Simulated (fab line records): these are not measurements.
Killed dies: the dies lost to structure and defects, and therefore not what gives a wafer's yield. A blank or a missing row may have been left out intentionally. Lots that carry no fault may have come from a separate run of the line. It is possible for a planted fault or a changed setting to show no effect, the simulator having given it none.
fab line records -- flow n5Finfet -- part 2 of 2: steps 5 to 6 of 6
record: lots: 24, wafers: 72, lastDay: 18
route steps=1938 shown BEOL_M6@1251 BEOL_M7@1265 BEOL_M8@1335
lots that met no fault: taken from a fault-free run of the same line
startH: hours from the record's first day to the start of the lot's first wafer shown -- waitH: how many hours have passed since the lot's step before this one -- " identical to the entry in the row above -- L1.1+2: one row covering several wafers at once -- - value missing, or start not given -- * or withheld: withheld -- < > ~ a bound
route shown NAME@n: names a module that has steps shown in the file, with the first one's number in the route -- usual: mean and standard deviation over wafers with no fault -- same: alike in all rows -- chamber/n: place in a boat -- sites: the reading at each site -- _std_site: standard deviation across them -- _edge_site: inner sites' mean taken away from outer sites' mean -- radiusMm: how far each site lies from the wafer's centre -- mask NAME#n: copy n -- behind: the tool/chamber that last shaped the wafer -- hold: the reason the lot was held/the length of the hold in hours/how it ended -- device: transistor that didn't switch, given as n, p or np -- end of line: tests run on the same wafers once the route is complete -- a step given without rows: its recipe and nothing more -- killed: the dies lost at the first sort to structure and to defects; this is not the yield of the wafer -- map: dies across one wafer; x = killed, . = not, _ = none there
set.NAME: setting as actually run; set.NAME@STEP: the setting as run at that earlier step -- model.NAME: the simulator's own value behind a step, which no gauge read
a sample of lots followed through the steps of the route, with each step as a table and each wafer as a row
services: a tool's chamber out of use, with start hour (startH, from the record's first day; less than 0 if before it), hours out, and reason
== steps ==
step: N5_BEOL_M7_STRIP_36
recipe: chemistry: N2/H2, powerW: 450, tempC: 40, pressureMtorr: 20, rfFrequencyHz: 6e+07, overashFraction: 0.3, biasPowerW: 7, h2Frac: 0.5, n2FlowSccm: 200, h2FlowSccm: 200
usual: biasPowerW: 6.998/0.022, drypumpMotorCurrentA: 5.8/0.49, oesProductAu: 0.80/0.078, rfVppV: 59.3/1.3, showerheadPlenumPTorr: 2.53/0.074, throttleValvePct: 23.5/0.39
lot.wafer,tool,chamber,startH,waitH,biasPowerW,drypumpMotorCurrentA,oesProductAu,rfHoursCounterH,rfVppV,showerheadPlenumPTorr,throttleValvePct
L074.1,rieDiel-01,3,199.78,0.0,7.006,6.1,0.86,57,59.5,2.57,23.5
L074.4,rieDiel-01,1,199.78,0.0,6.999,5.4,0.86,39,61.0,2.48,22.8
L074.6,rieDiel-01,2,199.78,0.0,6.976,5.3,0.91,-,61.2,2.45,23.0
L075.2,rieDiel-01,2,204.57,0.0,7.013,5.3,0.90,28,59.0,2.44,23.1
L075.3,rieDiel-01,1,204.57,0.0,7.022,5.4,0.86,41,56.4,2.48,22.8
L075.6,rieDiel-01,0,204.57,0.0,6.988,5.5,0.88,-,59.6,2.46,23.4
L076.1,rieDiel-05,0,234.27,0.0,6.997,5.1,0.70,197,58.4,2.43,23.8
L076.3,rieDiel-05,3,234.27,0.0,6.984,5.8,0.71,212,59.6,2.63,23.9
L076.6,rieDiel-05,0,234.27,0.0,6.989,5.1,0.70,-,59.3,2.43,23.8
L078.2,rieDiel-01,0,234.31,0.0,7.015,5.5,0.87,42,60.3,2.46,23.5
L078.3,rieDiel-01,3,234.31,0.0,6.996,6.0,0.82,67,62.2,2.56,23.5
L078.5,rieDiel-01,3,234.31,0.0,6.999,6.0,0.84,-,59.1,2.56,23.6
L081.1,rieDiel-01,0,238.30,0.0,7.001,5.5,0.88,44,58.1,2.46,23.4
L081.2,rieDiel-01,2,238.30,0.0,7.018,5.3,0.88,38,57.3,2.44,23.1
L081.4,rieDiel-01,1,238.30,0.0,6.997,5.5,0.85,51,58.6,2.47,22.8
L079.1,rieDiel-03,1,243.92,0.0,6.983,6.6,0.75,176,60.4,2.51,23.4
L079.5,rieDiel-03,3,243.92,0.0,6.969,6.5,0.86,-,60.7,2.68,23.6
L079.6,rieDiel-03,2,243.92,0.0,7.018,5.8,0.75,-,59.4,2.55,23.2
L077.2,rieDiel-05,1,246.22,0.0,6.977,5.9,1.03,1,59.2,2.59,22.9
L077.4,rieDiel-05,2,246.22,0.0,6.999,5.0,0.83,86,58.4,2.44,23.6
L077.6,rieDiel-05,0,246.22,0.0,6.998,5.2,0.69,-,59.9,2.43,23.8
L080.1,rieDiel-03,1,246.27,0.0,6.980,6.6,0.74,177,58.9,2.51,23.4
L080.3,rieDiel-03,0,246.27,0.0,6.993,6.1,0.80,81,59.6,2.57,24.3
L080.5,rieDiel-03,1,246.27,0.0,6.974,6.6,0.75,-,58.0,2.51,23.4
L082.2,rieDiel-01,1,248.89,0.0,7.029,5.4,0.83,54,59.8,2.47,22.8
L082.3,rieDiel-01,2,248.89,0.0,6.998,5.3,0.88,41,56.5,2.44,23.1
L082.4,rieDiel-01,3,248.89,0.0,6.993,6.0,0.84,71,58.3,2.56,23.6
L083.1,rieDiel-03,0,253.94,0.0,6.974,6.0,0.80,83,61.1,2.57,24.2
L083.5,rieDiel-03,0,253.94,0.0,6.966,6.1,0.79,-,59.9,2.57,24.3
L083.6,rieDiel-03,1,253.94,0.0,6.998,6.6,0.75,-,60.5,2.51,23.4
L084.3,rieDiel-03,2,257.66,0.0,6.982,5.8,0.76,134,60.2,2.55,23.2
L084.4,rieDiel-03,2,257.66,0.0,6.961,5.8,0.76,-,59.4,2.55,23.2
L084.6,rieDiel-03,0,257.66,0.0,7.016,6.1,0.80,-,60.1,2.57,24.2
L085.1,rieDiel-03,1,268.69,0.0,7.030,6.6,0.73,185,58.2,2.51,23.4
L085.3,rieDiel-03,3,268.69,0.0,6.988,6.5,0.86,57,60.7,2.68,23.6
L085.5,rieDiel-03,2,268.69,0.0,7.005,5.8,0.76,-,60.8,2.55,23.3
L086.1,rieDiel-03,0,278.12,0.0,6.967,6.1,0.79,91,60.2,2.56,24.3
L086.3,rieDiel-03,3,278.12,0.0,6.999,6.5,0.85,60,58.8,2.68,23.6
L086.6,rieDiel-03,2,278.12,0.0,7.041,5.8,0.75,-,60.7,2.55,23.2
L087.2,rieDiel-05,1,281.01,0.0,7.020,5.9,0.97,10,59.2,2.58,23.0
L087.5,rieDiel-05,3,281.01,0.0,7.044,5.8,0.70,-,62.3,2.62,23.9
L087.6,rieDiel-05,2,281.01,0.0,6.983,5.0,0.83,-,59.4,2.44,23.6
L088.1,rieDiel-05,1,292.41,0.0,7.005,6.0,0.99,14,59.4,2.58,22.9
L088.4,rieDiel-05,0,292.41,0.0,7.003,5.1,0.69,216,59.0,2.43,23.8
L088.5,rieDiel-05,2,292.41,0.0,6.987,5.0,0.82,-,58.4,2.44,23.6
L089.1,rieDiel-05,0,301.17,0.0,7.016,5.1,0.68,219,59.2,2.42,23.8
L089.4,rieDiel-05,2,301.17,0.0,6.945,5.0,0.83,104,59.7,2.44,23.7
L089.6,rieDiel-05,0,301.17,0.0,7.006,5.1,0.68,-,58.8,2.42,23.8
L091.2,rieDiel-01,3,302.53,0.0,6.990,6.0,0.81,88,59.6,2.55,23.6
L091.3,rieDiel-01,1,302.53,0.0,7.009,5.4,0.82,69,61.2,2.46,22.8
L091.5,rieDiel-01,3,302.53,0.0,7.015,6.0,0.80,-,59.2,2.56,23.6
L093.3,rieDiel-03,1,309.53,0.0,6.976,6.6,0.73,197,58.8,2.50,23.5
L093.5,rieDiel-03,1,309.53,0.0,6.991,6.6,0.72,-,59.5,2.50,23.4
L093.6,rieDiel-03,2,309.53,0.0,7.019,5.8,0.74,-,58.1,2.55,23.2
L090.3,rieDiel-05,2,310.17,0.0,7.039,5.1,0.82,107,58.0,2.44,23.6
L090.4,rieDiel-05,3,310.17,0.0,7.059,5.8,0.69,238,58.8,2.61,23.9
L090.6,rieDiel-05,1,310.17,0.0,6.988,6.0,0.95,-,58.1,2.58,23.0
L092.1,rieDiel-03,3,313.12,0.0,7.029,6.5,0.84,71,59.9,2.68,23.6
L092.2,rieDiel-03,1,313.12,0.0,6.971,6.6,0.72,199,61.2,2.50,23.4
L092.5,rieDiel-03,2,313.12,0.0,7.033,5.8,0.74,-,58.3,2.55,23.2
L094.2,rieDiel-03,0,315.66,0.0,6.988,6.1,0.77,103,59.2,2.56,24.3
L094.3,rieDiel-03,3,315.66,0.0,6.980,6.5,0.84,72,58.7,2.68,23.7
L094.6,rieDiel-03,3,315.66,0.0,6.948,6.5,0.84,-,59.6,2.67,23.7
L095.2,rieDiel-03,3,342.80,0.0,7.013,6.5,0.83,79,60.1,2.67,23.6
L095.5,rieDiel-03,0,342.80,0.0,7.006,6.0,0.77,-,58.7,2.56,24.3
L095.6,rieDiel-03,1,342.80,0.0,7.057,6.6,0.72,-,59.6,2.50,23.4
L097.2,rieDiel-01,3,344.84,0.0,6.968,6.0,0.79,101,58.9,2.55,23.6
L097.3,rieDiel-01,2,344.84,0.0,6.997,5.3,0.85,70,58.0,2.43,23.1
L097.6,rieDiel-01,2,344.84,0.0,7.018,5.3,0.86,-,62.1,2.43,23.1
L096.4,rieDiel-05,0,344.88,0.0,6.986,5.2,0.67,234,60.3,2.42,23.7
L096.5,rieDiel-05,1,344.88,0.0,6.991,5.9,0.93,-,60.8,2.57,22.9
L096.6,rieDiel-05,0,344.88,0.0,6.965,5.1,0.67,-,58.8,2.42,23.8
step: N5_BEOL_M8_PECVD_70
recipe: material: SiO2, targetThkA: 200, tempC: 400, precursor: TEOS/O2, pressureTorr: 5.5, rfW: 450, teosFlowSccm: 53.8, gas: O2, flowSccm: 3000, timeS: 22.7
usual: heaterPowerW: 717/88, showerheadPlenumPTorr: 8.79/0.036, showerheadVppV: 1343/57, throttleValvePct: 22.1/0.65
lot.wafer,tool,chamber,startH,waitH,heaterPowerW,showerheadPlenumPTorr,showerheadVppV,throttleValvePct
L074.1,pecvd-01,1,204.79,0.0,790,8.80,1298,22.3
L074.4,pecvd-01,2,204.79,0.0,732,8.85,1281,22.1
L074.6,pecvd-01,1,204.79,0.0,779,8.77,1332,22.3
L075.2,pecvd-02,1,208.91,0.0,577,8.81,1339,22.1
L075.3,pecvd-02,2,208.91,0.0,760,8.75,1403,21.7
L075.6,pecvd-02,0,208.91,0.0,725,8.81,1286,23.1
L078.2,pecvd-02,2,237.61,0.0,749,8.74,1412,21.5
L078.3,pecvd-02,2,237.61,0.0,764,8.76,1383,21.7
L078.5,pecvd-02,1,237.61,0.0,624,8.81,1331,22.4
L076.1,pecvd-04,0,237.84,0.0,868,8.78,1424,23.1
L076.3,pecvd-04,1,237.84,0.0,708,8.72,1328,22.9
L076.6,pecvd-04,0,237.84,0.0,901,8.76,1393,22.9
L081.1,pecvd-04,1,242.26,0.0,743,8.72,1306,22.7
L081.2,pecvd-04,2,242.26,0.0,880,8.77,1284,20.1
L081.4,pecvd-04,1,242.26,0.0,725,8.74,1323,22.8
L079.1,pecvd-02,1,248.25,0.0,710,8.78,1338,22.0
L079.5,pecvd-02,1,248.25,0.0,724,8.83,1343,22.2
L079.6,pecvd-02,2,248.25,0.0,863,8.75,1424,21.6
L077.2,pecvd-01,2,251.82,0.0,779,8.83,1304,22.0
L077.4,pecvd-01,1,251.82,0.0,737,8.75,1300,22.4
L077.6,pecvd-01,2,251.82,0.0,753,8.82,1286,22.2
L080.1,pecvd-04,1,251.95,0.0,772,8.70,1297,22.6
L080.3,pecvd-04,2,251.95,0.0,855,8.76,1282,20.2
L080.5,pecvd-04,2,251.95,0.0,856,8.76,1264,20.6
L082.2,pecvd-04,0,253.22,0.0,768,8.76,1376,22.9
L082.3,pecvd-04,2,253.22,0.0,729,8.79,1252,20.1
L082.4,pecvd-04,1,253.22,0.0,655,8.71,1306,22.8
L083.1,pecvd-01,0,257.99,0.0,598,8.77,1432,22.2
L083.5,pecvd-01,1,257.99,0.0,784,8.79,1315,22.2
L083.6,pecvd-01,2,257.99,0.0,747,8.84,1306,22.0
L084.3,pecvd-02,1,263.04,0.0,714,8.80,1319,22.4
L084.4,pecvd-02,1,263.04,0.0,714,8.81,1320,22.1
L084.6,pecvd-02,0,263.04,0.0,812,8.80,1274,20.9
L085.1,pecvd-02,2,273.62,0.0,887,8.74,1422,21.8
L085.3,pecvd-02,0,273.62,0.0,741,8.77,1277,21.0
L085.5,pecvd-02,2,273.62,0.0,854,8.76,1439,21.8
L086.1,pecvd-01,2,283.78,0.0,715,8.83,1324,22.4
L086.3,pecvd-01,1,283.78,0.0,755,8.77,1317,22.3
L086.6,pecvd-01,0,283.78,0.0,587,8.74,1417,22.2
L087.2,pecvd-01,0,284.72,0.0,634,8.79,1397,22.2
L087.5,pecvd-01,2,284.72,0.0,733,8.83,1308,22.5
L087.6,pecvd-01,1,284.72,0.0,731,8.76,1309,22.3
L088.1,pecvd-01,1,295.93,0.0,808,8.78,1313,22.5
L088.4,pecvd-01,0,295.93,0.0,530,8.77,1428,22.4
L088.5,pecvd-01,1,295.93,0.0,793,8.76,1319,22.4
L089.1,pecvd-02,2,305.64,0.0,764,8.74,1392,22.0
L089.4,pecvd-02,0,305.64,0.0,775,8.80,1293,21.2
L089.6,pecvd-02,2,305.64,0.0,753,8.77,1408,21.9
L091.2,pecvd-01,0,306.12,0.0,523,8.79,1441,22.4
L091.3,pecvd-01,1,306.12,0.0,804,8.78,1298,22.3
L091.5,pecvd-01,2,306.12,0.0,720,8.84,1282,22.3
L093.3,pecvd-01,2,312.97,0.0,702,8.85,1317,22.4
L093.5,pecvd-01,1,312.97,0.0,778,8.78,1310,22.4
L093.6,pecvd-01,2,312.97,0.0,708,8.85,1313,22.5
L090.3,pecvd-01,1,313.78,0.0,826,8.74,1315,22.2
L090.4,pecvd-01,0,313.78,0.0,536,8.77,1421,22.4
L090.6,pecvd-01,2,313.78,0.0,683,8.86,1286,22.2
L092.1,pecvd-02,1,317.14,0.0,637,8.82,1329,22.3
L092.2,pecvd-02,0,317.14,0.0,798,8.80,1279,21.2
L092.5,pecvd-02,2,317.14,0.0,735,8.78,1411,22.1
L094.2,pecvd-01,0,319.77,0.0,570,8.77,1423,22.5
L094.3,pecvd-01,1,319.77,0.0,779,8.77,1280,22.3
L094.6,pecvd-01,0,319.77,0.0,553,8.76,1431,22.2
L095.2,pecvd-04,2,347.19,0.0,831,8.79,1269,20.5
L095.5,pecvd-04,1,347.19,0.0,679,8.75,1312,22.8
L095.6,pecvd-04,0,347.19,0.0,811,8.77,1398,22.9
L096.4,pecvd-01,2,349.23,0.1,647,8.85,1289,22.3
L096.5,pecvd-01,1,349.23,0.1,684,8.78,1296,22.3
L096.6,pecvd-01,0,349.23,0.1,642,8.78,1432,22.5
L097.2,pecvd-01,0,349.50,0.0,534,8.78,1441,22.5
L097.3,pecvd-01,2,349.50,0.0,716,8.82,1334,22.4
L097.6,pecvd-01,1,349.50,0.0,747,8.76,1297,22.3
== services ==
tool,chamber,startH,hours,kind
aldMetal-04,1,172.37,5.6,repair
aldMetal-02,-,174.72,14.6,pm
rieDiel-05,-,183.76,15.6,pm
rieDiel-05,0,200.72,8.9,repair
rieDiel-05,1,203.12,7.6,repair
cmp-02,-,207.18,5.2,pm
rieDiel-05,3,215.05,2.0,repair
aldMetal-04,-,221.33,2.8,pm
cmp-03,-,226.70,1.3,repair
cmp-01,-,228.38,0.4,repair
cmp-02,-,239.83,4.0,pm
cmp-01,-,251.56,4.0,pm
cmp-02,-,256.58,0.3,repair
rieDiel-03,3,256.81,3.9,repair
cmp-01,-,260.01,6.3,pm
pecvd-02,-,266.68,5.9,repair
aldMetal-04,1,287.94,8.8,repair
aldMetal-01,-,306.07,8.7,pm
cmp-03,-,311.23,4.0,pm
pecvd-02,-,332.83,0.4,repair
pecvd-01,-,333.72,1.4,repair
cmp-03,-,337.01,3.0,pm
aldMetal-04,-,337.25,14.0,pm
rieDiel-01,0,339.95,5.7,repair
